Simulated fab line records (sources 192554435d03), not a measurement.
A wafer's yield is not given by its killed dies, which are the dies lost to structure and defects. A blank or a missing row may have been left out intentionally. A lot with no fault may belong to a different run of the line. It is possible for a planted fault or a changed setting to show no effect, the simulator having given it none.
Chamber matching + flow n5 finfet + N5_GATE_CUT_CMP_02 on cmp-03 has 4 sister chambers
The step polishes, stops on SiO2, t overpolish 12.7 s, target thk 0 nm. 8 wafers are shown with their chamber, then 10 later ones without.

WAFERS, EACH WITH ITS CHAMBER
| wafer  | chamber | motor current A (A) | head pressure psi (psi) |
|--------|---------|---------------------|-------------------------|
| L084.3 | 1       | 9.3                 | 2.505                   |
| L086.2 | 0       | 8.4                 | 2.497                   |
| L088.4 | 1       | 9.2                 | 2.494                   |
| L089.3 | 0       | 8.2                 | 2.501                   |
| L089.5 | 3       | 9.0                 | 2.503                   |
| L089.6 | 2       | 8.8                 | 2.489                   |
| L090.2 | 2       | 8.8                 | 2.510                   |
| L090.5 | 3       | 9.0                 | 2.500                   |

WAFERS WITHOUT THEIR CHAMBER
| wafer  | motor current A (A) | head pressure psi (psi) |
|--------|---------------------|-------------------------|
| L090.6 | 8.3                 | 2.505                   |
| L091.2 | 8.7                 | 2.502                   |
| L091.5 | 8.6                 | 2.503                   |
| L091.6 | 9.2                 | 2.508                   |
| L092.1 | 9.5                 | 2.512                   |
| L092.4 | 8.7                 | 2.497                   |
| L092.6 | 8.8                 | 2.492                   |
| L094.1 | 8.5                 | 2.501                   |
| L094.2 | 8.7                 | 2.505                   |
| L094.6 | 8.9                 | 2.509                   |

EACH ONE'S CHAMBER
| wafer  | from the rows above     | in truth                   |
|--------|-------------------------|----------------------------|
| L090.6 | 0                       | 0                          |
| L091.2 | 2                       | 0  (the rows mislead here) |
| L091.5 | can't be placed: 2 or 0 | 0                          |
| L091.6 | can't be placed: 1 or 3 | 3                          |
| L092.1 | 1                       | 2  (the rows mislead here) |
| L092.4 | 2                       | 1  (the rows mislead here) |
| L092.6 | can't be placed: 2 or 3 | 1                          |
| L094.1 | can't be placed: 0 or 2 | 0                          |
| L094.2 | 2                       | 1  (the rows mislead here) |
| L094.6 | can't be placed: 3 or 2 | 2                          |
Correct placement for 1 of the 10. From these rows, 5 cannot be placed; in 4 the true chamber is one of the candidates. 4 placed wrongly.
How it was worked out, from the rows above alone: a wafer's distance from a chamber is the root of the sum, over the readings, of the square of ((its reading less the chamber's mean) divided by the reading's scatter). If the next closest chamber is less than 2 further off than the closest, the wafer can't be placed; otherwise it belongs to the closest. For every chamber, the mean is computed from those of its wafers that are shown. The scatter: the root of (the sum of the squares of (reading less its chamber's mean) over the shown wafers, divided by (wafers less chambers)).
